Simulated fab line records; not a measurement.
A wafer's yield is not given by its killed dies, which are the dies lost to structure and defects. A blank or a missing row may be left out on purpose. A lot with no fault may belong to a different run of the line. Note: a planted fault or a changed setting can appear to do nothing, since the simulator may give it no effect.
Split-lot trial || flow n5Finfet || route with 1938 steps; 7 lots, 39 wafers read

## ABOUT THE SPLIT
At N5_BEOL_M4_TRENCH_ETCH_37 (etches SiOC in C4F6/O2, target depth 55.555 nm, time 29.2 s), the setting targetDepthA was moved away from the recipe's 555.55 angstrom on 18 of the 39 wafers read, by -53.4% to +59.0%. For the rest of the wafers, this setting stayed at what the recipe calls for.

## FROM THE SPLIT TO THE READING: what the file shows between them, 8 steps
- N5_BEOL_M4_ETCH_41: etches SiCN in CH3F/O2, target depth 29.9 nm, time 52.5 s
- N5_BEOL_M4_STRIP_97: strips in N2/H2, time 10 s
- N5_BEOL_M4_OCD_MEAS_38
- N5_BEOL_M4_HM_STRIP_39: strips TiN in peroxide tin strip, target depth 25 nm, time 158 s
- N5_BEOL_M4_SRD_40: time 30 s
- N5_BEOL_M4_ECD_50: material Cu, target thk 300 nm
- N5_BEOL_M4_ANNEAL_51: time 90 s
- N5_BEOL_M4_CMP_52: polishes, stops on SiOC, t overpolish 6.8 s, target thk 40 nm

## THE READING
M4_THK, in nm, at N5_BEOL_M4_THK_MEAS_53 (measures by xrf). A value of 40.9 nm with a standard deviation of 1.4 nm is what fault-free wafers of this fab line usually give.

{"wafer": "L074.1", "tool, chamber at the split": "rieDiel-01, 3", "targetDepthA as run, angstrom": 429.9, "against the recipe": "-22.6%", "M4_THK, nm": 27.9, "against lot-mates on the recipe": -12.5}
{"wafer": "L074.2", "tool, chamber at the split": "rieDiel-01, 1", "targetDepthA as run, angstrom": 555.55, "against the recipe": "recipe", "M4_THK, nm": 41.1, "against lot-mates on the recipe": "-"}
{"wafer": "L074.3", "tool, chamber at the split": "rieDiel-01, 2", "targetDepthA as run, angstrom": 429.9, "against the recipe": "-22.6%", "M4_THK, nm": 26.6, "against lot-mates on the recipe": -13.8}
{"wafer": "L074.4", "tool, chamber at the split": "rieDiel-01, 0", "targetDepthA as run, angstrom": 429.9, "against the recipe": "-22.6%", "M4_THK, nm": 25.9, "against lot-mates on the recipe": -14.5}
{"wafer": "L074.5", "tool, chamber at the split": "rieDiel-01, 1", "targetDepthA as run, angstrom": 555.55, "against the recipe": "recipe", "M4_THK, nm": 40.9, "against lot-mates on the recipe": "-"}
{"wafer": "L074.6", "tool, chamber at the split": "rieDiel-01, 2", "targetDepthA as run, angstrom": 555.55, "against the recipe": "recipe", "M4_THK, nm": 39.2, "against lot-mates on the recipe": "-"}
{"wafer": "L079.1", "tool, chamber at the split": "rieDiel-03, 1", "targetDepthA as run, angstrom": 703.8, "against the recipe": "+26.7%", "M4_THK, nm": 53.1, "against lot-mates on the recipe": "+15.6"}
{"wafer": "L079.2", "tool, chamber at the split": "rieDiel-03, 0", "targetDepthA as run, angstrom": 555.55, "against the recipe": "recipe", "M4_THK, nm": 38.5, "against lot-mates on the recipe": "-"}
{"wafer": "L079.3", "tool, chamber at the split": "rieDiel-03, 3", "targetDepthA as run, angstrom": 555.55, "against the recipe": "recipe", "M4_THK, nm": 37.6, "against lot-mates on the recipe": "-"}
{"wafer": "L079.4", "tool, chamber at the split": "rieDiel-03, 2", "targetDepthA as run, angstrom": 555.55, "against the recipe": "recipe", "M4_THK, nm": 36.4, "against lot-mates on the recipe": "-"}
{"wafer": "L079.5", "tool, chamber at the split": "rieDiel-03, 0", "targetDepthA as run, angstrom": 703.8, "against the recipe": "+26.7%", "M4_THK, nm": 52.8, "against lot-mates on the recipe": "+15.3"}
{"wafer": "L079.6", "tool, chamber at the split": "rieDiel-03, 1", "targetDepthA as run, angstrom": 703.8, "against the recipe": "+26.7%", "M4_THK, nm": 52.9, "against lot-mates on the recipe": "+15.4"}
{"wafer": "L078.1", "tool, chamber at the split": "rieDiel-01, 0", "targetDepthA as run, angstrom": 883.1, "against the recipe": "+59.0%", "M4_THK, nm": 71.2, "against lot-mates on the recipe": "+31.6"}
{"wafer": "L078.2", "tool, chamber at the split": "rieDiel-01, 2", "targetDepthA as run, angstrom": 883.1, "against the recipe": "+59.0%", "M4_THK, nm": 73.0, "against lot-mates on the recipe": "+33.4"}
{"wafer": "L078.3", "tool, chamber at the split": "rieDiel-01, 1", "targetDepthA as run, angstrom": 555.55, "against the recipe": "recipe", "M4_THK, nm": 39.1, "against lot-mates on the recipe": "-"}
{"wafer": "L078.4", "tool, chamber at the split": "rieDiel-01, 3", "targetDepthA as run, angstrom": 883.1, "against the recipe": "+59.0%", "M4_THK, nm": 71.5, "against lot-mates on the recipe": "+31.9"}
{"wafer": "L078.5", "tool, chamber at the split": "rieDiel-01, 2", "targetDepthA as run, angstrom": 555.55, "against the recipe": "recipe", "M4_THK, nm": 39.7, "against lot-mates on the recipe": "-"}
{"wafer": "L078.6", "tool, chamber at the split": "rieDiel-01, 3", "targetDepthA as run, angstrom": 555.55, "against the recipe": "recipe", "M4_THK, nm": 40.0, "against lot-mates on the recipe": "-"}
{"wafer": "L082.1", "tool, chamber at the split": "rieDiel-04, 0", "targetDepthA as run, angstrom": 555.55, "against the recipe": "recipe", "M4_THK, nm": 41.1, "against lot-mates on the recipe": "-"}
{"wafer": "L082.2", "tool, chamber at the split": "rieDiel-04, 3", "targetDepthA as run, angstrom": 760.7, "against the recipe": "+36.9%", "M4_THK, nm": 65.1, "against lot-mates on the recipe": "+22.7"}
{"wafer": "L082.3", "tool, chamber at the split": "rieDiel-04, 1", "targetDepthA as run, angstrom": 760.7, "against the recipe": "+36.9%", "M4_THK, nm": 63.2, "against lot-mates on the recipe": "+20.8"}
{"wafer": "L082.4", "tool, chamber at the split": "rieDiel-04, 2", "targetDepthA as run, angstrom": 760.7, "against the recipe": "+36.9%", "M4_THK, nm": 63.9, "against lot-mates on the recipe": "+21.5"}
{"wafer": "L082.5", "tool, chamber at the split": "rieDiel-04, 0", "targetDepthA as run, angstrom": 555.55, "against the recipe": "recipe", "M4_THK, nm": 43.5, "against lot-mates on the recipe": "-"}
{"wafer": "L082.6", "tool, chamber at the split": "rieDiel-04, 1", "targetDepthA as run, angstrom": 555.55, "against the recipe": "recipe", "M4_THK, nm": 42.6, "against lot-mates on the recipe": "-"}
{"wafer": "L089.1", "tool, chamber at the split": "rieDiel-04, 0", "targetDepthA as run, angstrom": 854.4, "against the recipe": "+53.8%", "M4_THK, nm": 72.0, "against lot-mates on the recipe": "+28.7"}
{"wafer": "L089.2", "tool, chamber at the split": "rieDiel-04, 3", "targetDepthA as run, angstrom": 555.55, "against the recipe": "recipe", "M4_THK, nm": 43.1, "against lot-mates on the recipe": "-"}
{"wafer": "L089.3", "tool, chamber at the split": "rieDiel-04, 1", "targetDepthA as run, angstrom": 854.4, "against the recipe": "+53.8%", "M4_THK, nm": 72.3, "against lot-mates on the recipe": "+29.0"}
{"wafer": "L089.4", "tool, chamber at the split": "rieDiel-04, 2", "targetDepthA as run, angstrom": 555.55, "against the recipe": "recipe", "M4_THK, nm": 42.9, "against lot-mates on the recipe": "-"}
{"wafer": "L089.5", "tool, chamber at the split": "rieDiel-04, 3", "targetDepthA as run, angstrom": 555.55, "against the recipe": "recipe", "M4_THK, nm": 43.9, "against lot-mates on the recipe": "-"}
{"wafer": "L089.6", "tool, chamber at the split": "rieDiel-04, 0", "targetDepthA as run, angstrom": 854.4, "against the recipe": "+53.8%", "M4_THK, nm": 72.8, "against lot-mates on the recipe": "+29.5"}
{"wafer": "L091.1", "tool, chamber at the split": "rieDiel-04, 3", "targetDepthA as run, angstrom": 555.55, "against the recipe": "recipe", "M4_THK, nm": 43.3, "against lot-mates on the recipe": "-"}
{"wafer": "L091.2", "tool, chamber at the split": "rieDiel-04, 0", "targetDepthA as run, angstrom": 555.55, "against the recipe": "recipe", "M4_THK, nm": 40.6, "against lot-mates on the recipe": "-"}
{"wafer": "L091.3", "tool, chamber at the split": "rieDiel-04, 2", "targetDepthA as run, angstrom": 555.55, "against the recipe": "recipe", "M4_THK, nm": 40.4, "against lot-mates on the recipe": "-"}
{"wafer": "L095.1", "tool, chamber at the split": "rieDiel-01, 1", "targetDepthA as run, angstrom": 258.9, "against the recipe": "-53.4%", "M4_THK, nm": 11.9, "against lot-mates on the recipe": -29.9}
{"wafer": "L095.2", "tool, chamber at the split": "rieDiel-01, 2", "targetDepthA as run, angstrom": 258.9, "against the recipe": "-53.4%", "M4_THK, nm": 12.2, "against lot-mates on the recipe": -29.6}
{"wafer": "L095.3", "tool, chamber at the split": "rieDiel-01, 0", "targetDepthA as run, angstrom": 555.55, "against the recipe": "recipe", "M4_THK, nm": 41.4, "against lot-mates on the recipe": "-"}
{"wafer": "L095.4", "tool, chamber at the split": "rieDiel-01, 3", "targetDepthA as run, angstrom": 258.9, "against the recipe": "-53.4%", "M4_THK, nm": 10.9, "against lot-mates on the recipe": -30.9}
{"wafer": "L095.5", "tool, chamber at the split": "rieDiel-01, 2", "targetDepthA as run, angstrom": 555.55, "against the recipe": "recipe", "M4_THK, nm": 42.0, "against lot-mates on the recipe": "-"}
{"wafer": "L095.6", "tool, chamber at the split": "rieDiel-01, 1", "targetDepthA as run, angstrom": 555.55, "against the recipe": "recipe", "M4_THK, nm": 42.1, "against lot-mates on the recipe": "-"}

THE FIT
A straight line over all 39 wafers: M4_THK changes by +0.558 nm for each +1% of targetDepthA; r = +0.99; the points scatter about the line by 2.1 nm.
The same after taking each lot's own level away (the mean of its wafers on the recipe; 39 wafers): +0.56 nm for each +1%; r = +1.00; scatter 0.93 nm.
Per that fit: largest targetDepthA move, reading shift of 33 nm.
The span of the lots' own levels, 37.50 to 43.30 nm, comes to 4.1 times the standard deviation stated above.
Hence the lot-to-lot level has little effect on the slope; both slopes agree.
Check: with one of the wafers moved furthest among these (+59.0%) left out of the fit, the line predicts +33 nm for it against its lot-mates. Against them it came out at +31.6 nm.

## OTHER SPLITS ON THESE WAFERS
Other splits were also applied to these wafers ahead of the reading. Each is held against what the fit with the lots' levels taken away leaves over:
{"other split on the same wafers": "N5_BEOL_M2_DESCUM_33 timeS", "wafers away from the commonest value": 12, "r with M4_THK (lot level and that fit taken away)": -0.04}

## THE WHOLE CHAIN: every reading that the file lists as answering this split, in the file's order
{"step": "N5_BEOL_M4_TRENCH_ETCH_37", "what it does": "etches SiOC in C4F6/O2, target depth 55.555 nm, time 29.2 s", "reading": "BEOL_M4.featureDepthNm (the simulator's own value, which no gauge read)", "change (the file's fit)": "+0.551 nm for each +1% of the setting", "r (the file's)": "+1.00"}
{"step": "N5_BEOL_M4_TRENCH_ETCH_37", "what it does": "etches SiOC in C4F6/O2, target depth 55.555 nm, time 29.2 s", "reading": "etch.depthNm (the simulator's own value, which no gauge read)", "change (the file's fit)": "+0.552 nm for each +1% of the setting", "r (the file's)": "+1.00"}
{"step": "N5_BEOL_M4_TRENCH_ETCH_37", "what it does": "etches SiOC in C4F6/O2, target depth 55.555 nm, time 29.2 s", "reading": "TiN_of_BEOL_M4_HM_DEP_02.thkNm (the simulator's own value, which no gauge read)", "change (the file's fit)": "-0.0226 nm for each +1% of the setting", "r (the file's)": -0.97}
{"step": "N5_BEOL_M4_OCD_MEAS_38", "what it does": "", "reading": "trenchDepthNm", "change (the file's fit)": "+0.551 nm for each +1% of the setting", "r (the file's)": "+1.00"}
{"step": "N5_BEOL_M4_CMP_52", "what it does": "polishes, stops on SiOC, t overpolish 6.8 s, target thk 40 nm", "reading": "Cu_of_BEOL_M4_ECD_50.thkNm (the simulator's own value, which no gauge read)", "change (the file's fit)": "+0.554 nm for each +1% of the setting", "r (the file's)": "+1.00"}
{"step": "N5_BEOL_M4_THK_MEAS_53", "what it does": "measures by xrf", "reading": "M4_THK", "change (the file's fit)": "+0.559 for each +1% of the setting", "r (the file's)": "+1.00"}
{"step": "N5_BEOL_M4_RS_MEAS_58", "what it does": "measures by four-point-probe", "reading": "M4_RS", "change (the file's fit)": "not straight: 3.739 at the lowest setting, 0.657 at the recipe, 0.324 at the highest", "r (the file's)": "not given"}

## THE FILE'S OWN FIT
M4_THK changes by +0.559 nm for each +1% of targetDepthA, r = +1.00.
